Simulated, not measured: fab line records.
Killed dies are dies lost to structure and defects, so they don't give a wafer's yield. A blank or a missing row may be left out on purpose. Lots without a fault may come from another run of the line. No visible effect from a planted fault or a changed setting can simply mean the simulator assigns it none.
Lot-split experiment ; flow n5Finfet ; 39 wafers read across 7 lots, on a route 1938 steps long

ON THE SPLIT
At N5_HKMG_FIN_ETCH_35 (etches SOC in N2/H2, target depth 215.8 nm, time 243.4 s), the setting timeS was moved away from the recipe's 243.4 s on 9 of the 39 wafers read, by -25.0% to +28.3%. The other wafers ran this setting at the recipe's value.

The reading comes from the split's own step.

THE READING
etch.depthNm (the simulator's own value, which no gauge read), in nm, at N5_HKMG_FIN_ETCH_35 (etches SOC in N2/H2, target depth 215.8 nm, time 243.4 s). No usual value for it is given in the file. The 30 wafers here that ran the recipe average 215.0 nm, standard deviation 3.2 nm.

wafer;tool, chamber at the split;timeS as run, s;against the recipe;etch.depthNm, nm;against lot-mates on the recipe
L074.1;rieDiel-01, 0;182.6;-25.0%;158.5;-56.6
L074.2;rieDiel-01, 3;243.4;recipe;214.9;-
L074.3;rieDiel-01, 2;182.6;-25.0%;164.4;-50.7
L074.4;rieDiel-01, 1;243.4;recipe;214.9;-
L074.5;rieDiel-01, 3;243.4;recipe;215.6;-
L074.6;rieDiel-01, 2;182.6;-25.0%;164.4;-50.7
L078.1;rieDiel-06, 0;243.4;recipe;218.2;-
L078.2;rieDiel-06, 2;312.2;+28.3%;274.4;+57.5
L078.3;rieDiel-06, 3;243.4;recipe;214.5;-
L078.4;rieDiel-06, 1;243.4;recipe;218;-
L078.5;rieDiel-06, 0;312.2;+28.3%;283.6;+66.7
L078.6;rieDiel-06, 1;312.2;+28.3%;277.9;+61.0
L080.1;rieDiel-01, 2;243.4;recipe;213.9;-
L080.2;rieDiel-01, 0;243.4;recipe;210.2;-
L080.3;rieDiel-01, 1;243.4;recipe;210.6;-
L083.1;rieDiel-01, 0;243.4;recipe;211.7;-
L083.2;rieDiel-01, 3;243.4;recipe;212.1;-
L083.3;rieDiel-01, 1;243.4;recipe;210.9;-
L083.4;rieDiel-01, 2;243.4;recipe;215.5;-
L083.5;rieDiel-01, 1;243.4;recipe;211;-
L083.6;rieDiel-01, 0;243.4;recipe;209.5;-
L086.1;rieDiel-05, 0;198.1;-18.6%;174.7;-45.1
L086.2;rieDiel-05, 3;243.4;recipe;217.5;-
L086.3;rieDiel-05, 2;198.1;-18.6%;179.2;-40.6
L086.4;rieDiel-05, 1;243.4;recipe;221.6;-
L086.5;rieDiel-05, 1;198.1;-18.6%;179.4;-40.4
L086.6;rieDiel-05, 2;243.4;recipe;220.4;-
L091.1;rieDiel-06, 3;243.4;recipe;213.6;-
L091.2;rieDiel-06, 2;243.4;recipe;213.3;-
L091.3;rieDiel-06, 1;243.4;recipe;214.4;-
L091.4;rieDiel-06, 0;243.4;recipe;219.3;-
L091.5;rieDiel-06, 2;243.4;recipe;212.3;-
L091.6;rieDiel-06, 3;243.4;recipe;213.5;-
L094.1;rieDiel-06, 1;243.4;recipe;218.4;-
L094.2;rieDiel-06, 3;243.4;recipe;213.7;-
L094.3;rieDiel-06, 0;243.4;recipe;218.9;-
L094.4;rieDiel-06, 0;243.4;recipe;219.8;-
L094.5;rieDiel-06, 1;243.4;recipe;217.6;-
L094.6;rieDiel-06, 3;243.4;recipe;215.5;-

FIT RESULTS
A straight line over all 39 wafers: etch.depthNm changes by +2.16 nm for each +1% of timeS; r = +0.99; the points scatter about the line by 3.4 nm.
The same after taking each lot's own level away (the mean of its wafers on the recipe; 39 wafers): +2.17 nm for each +1%; r = +1.00; scatter 2.3 nm.
According to that fit, moving timeS by its largest amount changes the reading by 61 nm.
Across the lots, their own levels run from 211.57 to 219.83 nm, a range of 2.5 times the standard deviation given above.
Hence the lot-to-lot level has little effect on the slope; both slopes agree.
Check: +62.4 nm against its lot-mates is what the line predicts for one of the wafers moved furthest among these (+28.3%) when that wafer is left out of the fit. Against them it came out at +57.5 nm.

OTHER SPLITS ON THESE WAFERS
Note: prior to the reading, these wafers also went through further splits. Each is held against what the fit with the lots' levels taken away leaves over:
other split on the same wafers;wafers away from the commonest value;r with etch.depthNm (lot level and that fit taken away)
N5_ZERO_LAYER_DEVELOP_10 developTimeS;12;+0.03
N5_SD_EPI_N_DESCUM_14 timeS;18;+0.17

THE WHOLE CHAIN: every reading that the file lists as answering this split, in the file's order
step;what it does;reading;change (the file's fit);r (the file's)
N5_HKMG_FIN_ETCH_35;etches SOC in N2/H2, target depth 215.8 nm, time 243.4 s;SOC_of_HKMG_FIN_COAT_29.thkNm (the simulator's own value, which no gauge read);-2.18 nm for each +1% of the setting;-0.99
N5_HKMG_FIN_ETCH_35;etches SOC in N2/H2, target depth 215.8 nm, time 243.4 s;HKMG_FIN.featureDepthNm (the simulator's own value, which no gauge read);+2.17 nm for each +1% of the setting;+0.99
N5_HKMG_FIN_ETCH_35;etches SOC in N2/H2, target depth 215.8 nm, time 243.4 s;etch.depthNm (the simulator's own value, which no gauge read);+2.17 nm for each +1% of the setting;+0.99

THE FILE'S OWN FIT
etch.depthNm changes by +2.17 nm for each +1% of timeS, r = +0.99.
